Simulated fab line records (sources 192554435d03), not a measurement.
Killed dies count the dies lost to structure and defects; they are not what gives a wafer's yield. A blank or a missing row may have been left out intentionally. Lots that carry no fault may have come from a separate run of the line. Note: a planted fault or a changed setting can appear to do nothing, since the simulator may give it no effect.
Comparing a struck lot with a sound one -- flow n5Finfet -- 15 out of 1938 route steps
Sound: wafers L395.2, L395.4, L395.6. Wafers struck: L405.1, L405.2, L405.5. The cause comes at the end.
For every step that has rows: the tool of each side, followed by ch and its chambers, followed by its first start. Under that, the readings that differ: sound wafers -- struck wafers -- difference of the means -- sigmas: that difference in standard deviations of wafers without a fault.
alike: words and numbers the same on both sides, and readings whose means are apart by under 2 such deviations; not compared: readings that were withheld, readings missing a value for some wafer, numbers with overlapping values and no deviation given by the record, and bounds like >300 which may hide the same value.
The two part at a step that has a row with sigmas, a row that says differs or no value, or rows on one side only. Non-overlapping numbers with no deviation appear without sigmas and do not part them. A reading missing from all wafers of one side parts the sides only when that side holds two or more wafers.

first, 11 steps without rows for these wafers: N5_BEOL_M0_SAQP_STRIP_80 (strips in N2/H2); N5_BEOL_M0_SAQP_HM_OPEN_112 (chemistry CHF3/O2, target SiO2, stops on a-Si, target depth 12 nm, time 13.5 s); N5_BEOL_M0_SAQP_STRIP_113 (strips in CHF3/O2); N5_BEOL_M0_SAQP_MANDREL_ETCH_20 (etches a-Si in HBr/Cl2, stops on SiNx, target depth 60 nm, bt time 10 s, time 30 s); N5_BEOL_M0_SAQP_STRIP_86 (strips in N2/H2); N5_BEOL_M0_SAQP_STRIP_115 (strips in post etch residue remover, time 60 s); N5_BEOL_M0_SAQP_SRD_93 (time 30 s); N5_BEOL_M0_SAQP_RECESS_114 (chemistry HF/NH3, target SiO2, target depth 14.4 nm, afs cycles 3, sublimation time 60 s); N5_BEOL_M0_SAQP_SPACER1_ALD_98 (deposits SiO2, target thk 12.8 nm, pulse time 1 s, purge time 2 s); N5_BEOL_M0_SAQP_SPACER1_ETCHBACK_99 (etches SiO2 in CHF3/O2, target depth 15.4 nm, time 7.7 s); N5_BEOL_M0_SAQP_MANDREL1_REMOVE_100 (chemistry HBr/Cl2/O2, target a-Si, stops on SiNx, bt time 10 s).
N5_BEOL_M0_SAQP_ETCH_101: etches SiNx in CH3F/O2, target depth 29.9 nm, time 42.7 s.
  sound on rieDiel-05 ch 0,3, day 7 01:48; struck on rieDiel-03 ch 1,2,3, day 9 15:01
  no value came back on the struck wafers for any of 8 readings (CH3F_flow_sccm (sccm), O2_flow_sccm (sccm) and others); on the sound wafers CH3F_flow_sccm (sccm) reads 30.11 29.86 30.05
  not compared: rfHoursCounterH
then, 1 step without rows for these wafers: N5_BEOL_M0_SAQP_ETCH_102 (etches SiO2 in CF4, target depth 4 nm, time 4.4 s).
N5_BEOL_M4_RC_MEAS_101:
  the record has rows for the sound wafers here (prober-01 ch 0, day 9 22:13) and none for the struck ones
-- a jump in the record: the struck wafers' starts before and after are 8 days apart (it breaks off in module BEOL_M4 and resumes in module PASSIVATION, where the first step shown is number 1936 of the route) --
N5_PASSIVATION_PROBE_49:
  sound: prober-01 at day 14 15:13; struck: prober-01 at day 17 08:07
reading,sound,struck,difference,sigmas
defectLimitedYield (%),92.4 92.0 91.7,0 0 0,-92,-66
killed_at_M0_to_M3,34 19 19,1118 1132 1111,+1096,+99 or more
killedDies,90 94 98,1180 1180 1180,+1086,+64
killedOnRim,20 12 15,152 152 152,+136,+35
sort_bin_5_function (%),4.5 5.2 4.5,96.7 96.7 97.0,+92.1,+97
sort_bin_8_speed (%),0 0 2.6,0 0 0,-1,-3
sortNPass,1090 1086 1051,0 0 0,-1076,-63
sortYieldPct (%),92.4 92.0 89.1,0 0 0,-91,-61
  alike: killed_at_M4_up, killedAtContacts, killedAtFrontEnd, killedAtOther, killedOpen, killedShort, sort_bin_6_memory

## WHERE THEY PART
Earliest at N5_BEOL_M0_SAQP_ETCH_101; latest, in this record, at N5_PASSIVATION_PROBE_49.

WHY: whatever the simulator had introduced
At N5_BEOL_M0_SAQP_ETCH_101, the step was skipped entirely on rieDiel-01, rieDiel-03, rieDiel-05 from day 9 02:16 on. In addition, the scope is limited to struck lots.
